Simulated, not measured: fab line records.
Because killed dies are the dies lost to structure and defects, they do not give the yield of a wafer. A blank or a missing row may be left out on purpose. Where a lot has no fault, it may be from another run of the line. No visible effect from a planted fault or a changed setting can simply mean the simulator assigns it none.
Split-lot experiment -- flow n5Finfet -- 21 wafers read from 7 lots, route of 1938 steps

THE SPLIT ITSELF
At N5_BEOL_M13_ETCH_59 (etches BARC in N2/H2, target depth 89 nm, overetch 26.7 nm, time 67.9 s), the setting biasW was moved away from the recipe's 150 W on 9 of the 21 wafers read, by -14.7% to +16.2%. This setting was run at the recipe's value on the other wafers.

The reading comes from the split's own step.

THE READING
rfVppV, in V, at N5_BEOL_M13_ETCH_59 (etches BARC in N2/H2, target depth 89 nm, overetch 26.7 nm, time 67.9 s). Fault-free wafers of this fab line usually give 523.0 V, standard deviation 2.1 V.

wafer,"tool, chamber at the split","biasW as run, W",against the recipe,"rfVppV, V",against lot-mates on the recipe
L074.1,"rieDiel-05, 2",141.8,-5.5%,505.3,-16.2
L074.3,"rieDiel-05, 0",141.8,-5.5%,504.1,-17.4
L074.5,"rieDiel-05, 0",150,recipe,521.5,-
L077.3,"rieDiel-05, 0",128,-14.7%,471.9,-52.6
L077.4,"rieDiel-05, 2",150,recipe,524.3,-
L077.5,"rieDiel-05, 3",150,recipe,524.7,-
L081.3,"rieDiel-03, 0",150,recipe,522.3,-
L081.5,"rieDiel-03, 3",165.7,+10.5%,557.3,+35.8
L081.6,"rieDiel-03, 0",150,recipe,520.7,-
L085.3,"rieDiel-01, 2",150,recipe,521.4,-
L085.4,"rieDiel-01, 1",150,recipe,527.8,-
L085.5,"rieDiel-01, 2",150,recipe,521.7,-
L089.1,"rieDiel-01, 0",150,recipe,522.7,-
L089.3,"rieDiel-01, 3",174.3,+16.2%,572.3,+49.6
L089.5,"rieDiel-01, 3",174.3,+16.2%,572.7,+50.0
L093.2,"rieDiel-05, 3",150,recipe,525.2,-
L093.5,"rieDiel-05, 0",131.6,-12.3%,479.0,-46.2
L093.6,"rieDiel-05, 3",150,recipe,525.2,-
L096.1,"rieDiel-01, 0",136.3,-9.1%,491.1,-31.0
L096.2,"rieDiel-01, 2",150,recipe,522.1,-
L096.5,"rieDiel-01, 3",136.3,-9.1%,490.3,-31.8

FIT RESULTS
A straight line over all 21 wafers: rfVppV changes by +3.29 V for each +1% of biasW; r = +1.00; the points scatter about the line by 2.3 V.
The same after taking each lot's own level away (the mean of its wafers on the recipe; 21 wafers): +3.32 V for each +1%; r = +1.00; scatter 2.3 V.
Per that fit: largest biasW move, reading shift of 54 V.
From 521.50 to 525.20 V: that is the span of the lots' own levels, equal to 1.8 times the standard deviation above.
Consequently the slope shifts little with the lot-to-lot level, the two slopes agreeing.
Check: for one of the wafers moved furthest among these (+16.2%), held out of the fit, the line's prediction against its lot-mates is +54.4 V. It came out at +49.6 V against them.
Tool readings at the split's step, against how far the setting was moved: rfVppV r = +1.00.

ADDITIONAL SPLITS CARRIED BY THESE WAFERS
Other splits were also applied to these wafers ahead of the reading. Each is held against what the fit with the lots' levels taken away leaves over:
other split on the same wafers,wafers away from the commonest value,r with rfVppV (lot level and that fit taken away)
N5_BEOL_M7_ETCH_41 sourceW,12,+0.21
N5_BEOL_M8_ETCH_66 biasW,8,-0.11
N5_BEOL_M9_ETCH_66 timeS,9,-0.11
N5_BEOL_M10_COAT_64 spinRpm,5,+0.11
N5_BEOL_M10_EXPOSE_25 doseMj,5,+0.10
N5_BEOL_M11_DEP_56 timeS,10,-0.18

THE FILE'S OWN FIT
rfVppV changes by +3.41 V for each +1% of biasW, r = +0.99.
